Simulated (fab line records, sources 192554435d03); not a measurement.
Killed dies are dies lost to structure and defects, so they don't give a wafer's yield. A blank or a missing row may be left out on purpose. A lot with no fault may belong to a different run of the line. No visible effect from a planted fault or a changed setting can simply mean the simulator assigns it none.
Split-lot study / flow n5 finfet / 21 wafers read from 7 lots, route of 1938 steps

== THE SPLIT ITSELF ==
At N5_MOL_CONTACT_COAG_ETCH_91 (etches SOC in N2/H2, target depth 60 nm, overetch 21 nm, time 101.2 s), the setting source w was moved away from the recipe's 840 W on 9 of the 21 wafers read, by -17.7% to +8.3%. All remaining wafers had this setting at the recipe value.

The split's own step is where the reading is taken.

== THE READING ==
rf vpp V, in V, at N5_MOL_CONTACT_COAG_ETCH_91 (etches SOC in N2/H2, target depth 60 nm, overetch 21 nm, time 101.2 s). Typical for fault-free wafers on this fab line: 525.4 V, with standard deviation 2.3 V.

wafer=L077.1; tool, chamber at the split=rie diel-05, 1; source w as run, W=840; against the recipe=recipe; rf vpp V, V=520.7; against lot-mates on the recipe=-
wafer=L077.2; tool, chamber at the split=rie diel-05, 2; source w as run, W=840; against the recipe=recipe; rf vpp V, V=524.7; against lot-mates on the recipe=-
wafer=L077.5; tool, chamber at the split=rie diel-05, 0; source w as run, W=840; against the recipe=recipe; rf vpp V, V=526.7; against lot-mates on the recipe=-
wafer=L078.1; tool, chamber at the split=rie diel-04, 2; source w as run, W=840; against the recipe=recipe; rf vpp V, V=524.0; against lot-mates on the recipe=-
wafer=L078.2; tool, chamber at the split=rie diel-04, 0; source w as run, W=840; against the recipe=recipe; rf vpp V, V=522.7; against lot-mates on the recipe=-
wafer=L078.4; tool, chamber at the split=rie diel-04, 3; source w as run, W=840; against the recipe=recipe; rf vpp V, V=524.3; against lot-mates on the recipe=-
wafer=L079.2; tool, chamber at the split=rie diel-05, 0; source w as run, W=905.1; against the recipe=+7.8%; rf vpp V, V=515.8; against lot-mates on the recipe=-13.4
wafer=L079.5; tool, chamber at the split=rie diel-05, 3; source w as run, W=840; against the recipe=recipe; rf vpp V, V=529.2; against lot-mates on the recipe=-
wafer=L079.6; tool, chamber at the split=rie diel-05, 2; source w as run, W=905.1; against the recipe=+7.8%; rf vpp V, V=512.4; against lot-mates on the recipe=-16.8
wafer=L080.3; tool, chamber at the split=rie diel-05, 0; source w as run, W=723.4; against the recipe=-13.9%; rf vpp V, V=554.9; against lot-mates on the recipe=no lot-mate on the recipe
wafer=L080.4; tool, chamber at the split=rie diel-05, 3; source w as run, W=723.4; against the recipe=-13.9%; rf vpp V, V=554.4; against lot-mates on the recipe=no lot-mate on the recipe
wafer=L080.6; tool, chamber at the split=rie diel-05, 2; source w as run, W=723.4; against the recipe=-13.9%; rf vpp V, V=552.3; against lot-mates on the recipe=no lot-mate on the recipe
wafer=L085.2; tool, chamber at the split=rie diel-01, 3; source w as run, W=691.6; against the recipe=-17.7%; rf vpp V, V=557.9; against lot-mates on the recipe=+32.6
wafer=L085.5; tool, chamber at the split=rie diel-01, 0; source w as run, W=840; against the recipe=recipe; rf vpp V, V=528.6; against lot-mates on the recipe=-
wafer=L085.6; tool, chamber at the split=rie diel-01, 1; source w as run, W=840; against the recipe=recipe; rf vpp V, V=522.0; against lot-mates on the recipe=-
wafer=L092.3; tool, chamber at the split=rie diel-04, 2; source w as run, W=840; against the recipe=recipe; rf vpp V, V=523.4; against lot-mates on the recipe=-
wafer=L092.4; tool, chamber at the split=rie diel-04, 2; source w as run, W=840; against the recipe=recipe; rf vpp V, V=525.5; against lot-mates on the recipe=-
wafer=L092.6; tool, chamber at the split=rie diel-04, 2; source w as run, W=787.2; against the recipe=-6.3%; rf vpp V, V=535.8; against lot-mates on the recipe=+11.3
wafer=L094.2; tool, chamber at the split=rie diel-05, 0; source w as run, W=840; against the recipe=recipe; rf vpp V, V=527.9; against lot-mates on the recipe=-
wafer=L094.3; tool, chamber at the split=rie diel-05, 1; source w as run, W=909.4; against the recipe=+8.3%; rf vpp V, V=514.7; against lot-mates on the recipe=-13.2
wafer=L094.6; tool, chamber at the split=rie diel-05, 0; source w as run, W=909.4; against the recipe=+8.3%; rf vpp V, V=514.6; against lot-mates on the recipe=-13.3

FIT RESULTS
A straight line over all 21 wafers: rf vpp V changes by -1.81 V for each +1% of source w; r = -0.98; the points scatter about the line by 2.9 V.
The same after taking each lot's own level away (the mean of its wafers on the recipe; 18 wafers): -1.81 V for each +1%; r = -0.99; scatter 1.9 V.
According to that fit, moving source w by its largest amount changes the reading by 32 V.
Measured against the standard deviation above, the lots' own levels, which go from 523.67 to 529.20 V, span 2.4 times it.
So the lot-to-lot level changes the slope little: the two slopes agree.
Check: with one of the wafers moved furthest among these (-17.7%) left out of the fit, the line predicts +31.3 V for it against its lot-mates. It came out at +32.6 V against them.
Tool readings at the split's step, against how far the setting was moved: rf vpp V r = -0.98.

== FURTHER SPLITS ON THESE WAFERS ==
Note: prior to the reading, these wafers also went through further splits. Each is held against what the fit with the lots' levels taken away leaves over:
other split on the same wafers=N5_WELL_APT_COAT_02 spin rpm; wafers away from the commonest value=7; r with rf vpp V (lot level and that fit taken away)=-0.17
other split on the same wafers=N5_FIN_SAQP_ETCH_65 time s; wafers away from the commonest value=7; r with rf vpp V (lot level and that fit taken away)=-0.03
other split on the same wafers=N5_FIN_CUT_COAT_19 spin rpm; wafers away from the commonest value=6; r with rf vpp V (lot level and that fit taken away)=-0.24
other split on the same wafers=N5_FIN_CUT_EXPOSE_05 dose mj; wafers away from the commonest value=6; r with rf vpp V (lot level and that fit taken away)=-0.02
other split on the same wafers=N5_HKMG_FIN_COAT_30 spin rpm; wafers away from the commonest value=3; r with rf vpp V (lot level and that fit taken away)=-0.10
other split on the same wafers=N5_HKMG_FIN_PEB_10 peb time s; wafers away from the commonest value=7; r with rf vpp V (lot level and that fit taken away)=+0.36
other split on the same wafers=N5_MOL_CONTACT_COAG_COAT_58 spin rpm; wafers away from the commonest value=7; r with rf vpp V (lot level and that fit taken away)=+0.03

== FILE'S OWN FIT ==
rf vpp V changes by -1.82 V for each +1% of source w, r = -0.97.
